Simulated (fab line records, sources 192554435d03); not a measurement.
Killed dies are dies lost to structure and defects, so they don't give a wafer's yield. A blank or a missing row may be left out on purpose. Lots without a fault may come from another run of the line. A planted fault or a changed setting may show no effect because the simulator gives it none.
Which tool did it? | flow n5_finfet | 12 lots, 32 wafers sampled, at 4 steps of a route of 1938

WHAT THE GAUGES READ, wafer by wafer
The record holds no reading of a measuring or inspecting step that can be judged against a usual standard deviation.

WHICH TOOL RAN EACH LOT (tool, then ch and the chambers of the sampled wafers, then the start)
lot  | N5_BEOL_M7_ETCH_72                 | N5_BEOL_M7_ETCH_41                            | N5_BEOL_M7_CURE_75            | N5_BEOL_M7_PRE_CLEAN_45
L914 | rie_diel-04 ch 0,2, day 9 14:35    | rie_diel-04 ch 0,2, day 9 15:10 or earlier    | uv_cure-01 ch 0, day 9 15:10  | pvd_sputter-01, day 9 15:57
L915 | rie_diel-04 ch 0,1,2, day 10 00:28 | rie_diel-04 ch 0,1,2, day 10 01:04 or earlier | uv_cure-02 ch 0, day 10 01:04 | pvd_sputter-03, day 10 02:07
L916 | rie_diel-06 ch 0,3, day 10 01:39   | rie_diel-06 ch 0,3, day 10 02:17 or earlier   | uv_cure-01 ch 2, day 10 02:17 | pvd_sputter-03, day 10 03:23
L918 | rie_diel-04 ch 0,3, day 11 11:36   | rie_diel-04 ch 0,3, day 11 12:18 or earlier   | uv_cure-03 ch 1, day 11 12:18 | pvd_sputter-01, day 11 13:06
L917 | rie_diel-05 ch 0, day 11 11:54     | rie_diel-05 ch 0, day 11 12:55 or earlier     | uv_cure-02 ch 2, day 11 12:55 | pvd_sputter-01, day 11 13:11
L923 | rie_diel-05 ch 1,3, day 12 10:46   | rie_diel-05 ch 1,3, day 12 11:40 or earlier   | uv_cure-02 ch 2, day 12 11:40 | pvd_sputter-01, day 12 12:02
L924 | rie_diel-04 ch 0,1,3, day 12 16:32 | rie_diel-04 ch 0,1,3, day 12 17:07 or earlier | uv_cure-01 ch 1, day 12 17:07 | pvd_sputter-03, day 12 17:30
L926 | rie_diel-06 ch 1,2,3, day 12 18:37 | rie_diel-06 ch 1,2,3, day 12 20:05 or earlier | uv_cure-03 ch 0, day 12 20:05 | pvd_sputter-01, day 12 20:44
L930 | rie_diel-05 ch 0, day 14 02:22     | rie_diel-05 ch 0, day 14 02:57 or earlier     | uv_cure-01 ch 1, day 14 02:57 | pvd_sputter-02, day 14 03:20
L932 | rie_diel-06 ch 0,2, day 15 02:20   | rie_diel-06 ch 0,2, day 15 03:02 or earlier   | uv_cure-03 ch 2, day 15 03:02 | pvd_sputter-03, day 15 03:36
L933 | rie_diel-05 ch 0,2,3, day 15 05:43 | rie_diel-05 ch 0,2,3, day 15 06:49 or earlier | uv_cure-01 ch 1, day 15 06:49 | pvd_sputter-01, day 15 07:11
L934 | rie_diel-06 ch 0,1, day 15 09:01   | rie_diel-06 ch 0,1, day 15 12:10 or earlier   | uv_cure-01 ch 0, day 15 12:10 | pvd_sputter-02, day 15 12:25
- N5_BEOL_M7_ETCH_72: etches underlayer in N2/H2, target depth 6.5 nm, time 5.2 s.
- N5_BEOL_M7_ETCH_41: etches SiCN in CH3F/O2, target depth 31.9 nm, time 57.8 s.
- N5_BEOL_M7_CURE_75: cures SiCOH lowk, time 120 s.
- N5_BEOL_M7_PRE_CLEAN_45: time 30 s.

WHAT THE TOOLS THEMSELVES READ (means of the sampled wafers that have a number; where no wafer has one, the mark that the record gives instead)
N5_BEOL_M7_ETCH_72. Usual: drypump_motor_current_A 5.7 A, standard deviation 0.41; etch_rf_on_time_s 5.22 s, standard deviation 0.11; h2_flow_sccm 200.1 sccm, standard deviation 0.64; n2_flow_sccm 200.0 sccm, standard deviation 0.57; oes_product_au 0.66 a.u., standard deviation 0.061; rf_vpp_V 524 V, standard deviation 3.1; showerhead_plenum_p_Torr 2.56 Torr, standard deviation 0.099; throttle_valve_pct 17.93 %, standard deviation 0.25.
lot  | tool        | drypump_motor_current_A (A) | etch_rf_on_time_s (s) | h2_flow_sccm (sccm) | n2_flow_sccm (sccm) | oes_product_au (a.u.) | rf_vpp_V (V) | showerhead_plenum_p_Torr (Torr) | throttle_valve_pct (%) | flag
L914 | rie_diel-04 | 6.1                         | 5.25                  | 200.2               | 199.5               | 0.67                  | 523          | 2.52                            | 18.04                  |
L915 | rie_diel-04 | 6.0                         | 5.26                  | 199.1               | 199.9               | 0.63                  | 524          | 2.53                            | 18.00                  |
L916 | rie_diel-06 | 5.7                         | 5.22                  | 200.3               | 199.5               | 0.73                  | 528          | 2.70                            | 17.85                  |
L918 | rie_diel-04 | 6.1                         | 5.14                  | 199.3               | 199.2               | 0.65                  | 526          | 2.58                            | 18.08                  |
L917 | rie_diel-05 | 5.8                         | 5.26                  | 199.2               | 200.0               | 0.73                  | 523          | 2.49                            | 17.77                  |
L923 | rie_diel-05 | 5.3                         | 5.29                  | 199.8               | 199.6               | 0.62                  | 520          | 2.43                            | 18.08                  |
L924 | rie_diel-04 | 6.1                         | 5.20                  | 200.0               | 200.1               | 0.62                  | 525          | 2.59                            | 18.01                  |
L926 | rie_diel-06 | 5.5                         | 5.14                  | 199.8               | 200.1               | 0.72                  | 527          | 2.65                            | 17.54                  |
L930 | rie_diel-05 | 5.8                         | 5.25                  | 200.2               | 199.3               | 0.71                  | 521          | 2.48                            | 17.80                  |
L932 | rie_diel-06 | 5.8                         | 5.12                  | 200.2               | 199.7               | 0.71                  | 528          | 2.63                            | 17.90                  |
L933 | rie_diel-05 | 5.3                         | 5.30                  | 200.1               | 200.2               | 0.70                  | 524          | 2.58                            | 17.91                  |
L934 | rie_diel-06 | 5.6                         | 5.08                  | 199.3               | 199.3               | 0.71                  | 528          | 2.69                            | 17.88                  |

N5_BEOL_M7_ETCH_41. Usual: drypump_motor_current_A 5.6 A, standard deviation 0.4; oes_product_au 0.78 a.u., standard deviation 0.071; rf_vpp_V 297.5 V, standard deviation 1.8; showerhead_plenum_p_Torr 2.01 Torr, standard deviation 0.085; throttle_valve_pct 16.38 %, standard deviation 0.25.
lot  | tool        | drypump_motor_current_A (A) | oes_product_au (a.u.) | rf_vpp_V (V) | showerhead_plenum_p_Torr (Torr) | throttle_valve_pct (%) | flag
L914 | rie_diel-04 | 6.0                         | 0.78                  | 297.1        | 1.99                            | 16.59                  |
L915 | rie_diel-04 | 6.0                         | 0.74                  | 296.9        | 1.99                            | 16.53                  |
L916 | rie_diel-06 | 5.7                         | 0.85                  | 299.4        | 2.12                            | 16.27                  |
L918 | rie_diel-04 | 6.0                         | 0.76                  | 298.7        | 2.04                            | 16.67                  |
L917 | rie_diel-05 | 5.9                         | 0.86                  | 295.3        | 1.93                            | 16.12                  |
L923 | rie_diel-05 | 5.4                         | 0.73                  | 295.8        | 1.90                            | 16.42                  |
L924 | rie_diel-04 | 6.0                         | 0.73                  | 296.6        | 2.05                            | 16.59                  |
L926 | rie_diel-06 | 5.5                         | 0.84                  | 298.3        | 2.09                            | 16.05                  |
L930 | rie_diel-05 | 5.9                         | 0.83                  | 295.2        | 1.93                            | 16.16                  |
L932 | rie_diel-06 | 5.8                         | 0.83                  | 299.8        | 2.09                            | 16.34                  |
L933 | rie_diel-05 | 5.3                         | 0.83                  | 297.5        | 2.01                            | 16.28                  |
L934 | rie_diel-06 | 5.6                         | 0.82                  | 299.2        | 2.12                            | 16.31                  |

N5_BEOL_M7_CURE_75. Usual: lamp_power_pct 52.31 %, standard deviation 0.051; run_length_s 179.1 s, standard deviation 2; wafer_temp_C_max 371.4, standard deviation 0.66.
lot  | tool       | lamp_power_pct (%) | run_length_s (s) | wafer_temp_C_max | flag
L914 | uv_cure-01 | 52.37              | 178.5            | 372.0            |
L915 | uv_cure-02 | 52.28              | 178.8            | 371.3            |
L916 | uv_cure-01 | -                  | -                | -                | OFF
L918 | uv_cure-03 | -                  | -                | -                | OFF
L917 | uv_cure-02 | -                  | -                | -                | OFF
L923 | uv_cure-02 | 52.28              | 177.0            | 371.1            |
L924 | uv_cure-01 | 52.29              | 177.7            | 371.0            |
L926 | uv_cure-03 | 52.31              | 181.2            | 371.5            |
L930 | uv_cure-01 | 52.30              | 177.9            | 371.4            |
L932 | uv_cure-03 | 52.23              | 181.5            | 371.1            |
L933 | uv_cure-01 | 52.33              | 177.8            | 371.2            |
L934 | uv_cure-01 | 52.28              | 178.4            | 372.4            |

N5_BEOL_M7_PRE_CLEAN_45. Usual: heater_power_w 323 W, standard deviation 22.
lot  | tool           | heater_power_w (W) | flag
L914 | pvd_sputter-01 | 295                |
L915 | pvd_sputter-03 | 331                |
L916 | pvd_sputter-03 | 324                |
L918 | pvd_sputter-01 | 299                |
L917 | pvd_sputter-01 | 346                |
L923 | pvd_sputter-01 | 307                |
L924 | pvd_sputter-03 | 341                |
L926 | pvd_sputter-01 | 288                |
L930 | pvd_sputter-02 | 328                |
L932 | pvd_sputter-03 | 322                |
L933 | pvd_sputter-01 | 289                |
L934 | pvd_sputter-02 | 332                |

THE ANSWER, worked out from the rows above alone
Rule: a lot is off if the mean of its wafers that have a number lies more than 3 standard deviations from the usual mean. A lot without any number at a reading at which 4 lots or more have one is off too. The other lots that the step has rows for count as sound. The gauges are gone through in route order, then the tools' own readings, and for those a lot's mean is taken as printed above. The first step at which some lot is off is used, and at that step the reading that is off furthest; a lot without a number counts as furthest.
Off: L916, L918, L917, at N5_BEOL_M7_CURE_75 (lamp_power_pct). Without a number there: L916, L918, L917.
A tool fits if, at that step or a process step before it, it ran every lot that is off, and no sound lot after the first of them. N5_BEOL_M7_ETCH_41 gives no start for some lots, so the hours and the order of its lots are those of N5_BEOL_M7_CURE_75. None of those tried fits.

WHAT THE SIMULATOR HAD PUT IN
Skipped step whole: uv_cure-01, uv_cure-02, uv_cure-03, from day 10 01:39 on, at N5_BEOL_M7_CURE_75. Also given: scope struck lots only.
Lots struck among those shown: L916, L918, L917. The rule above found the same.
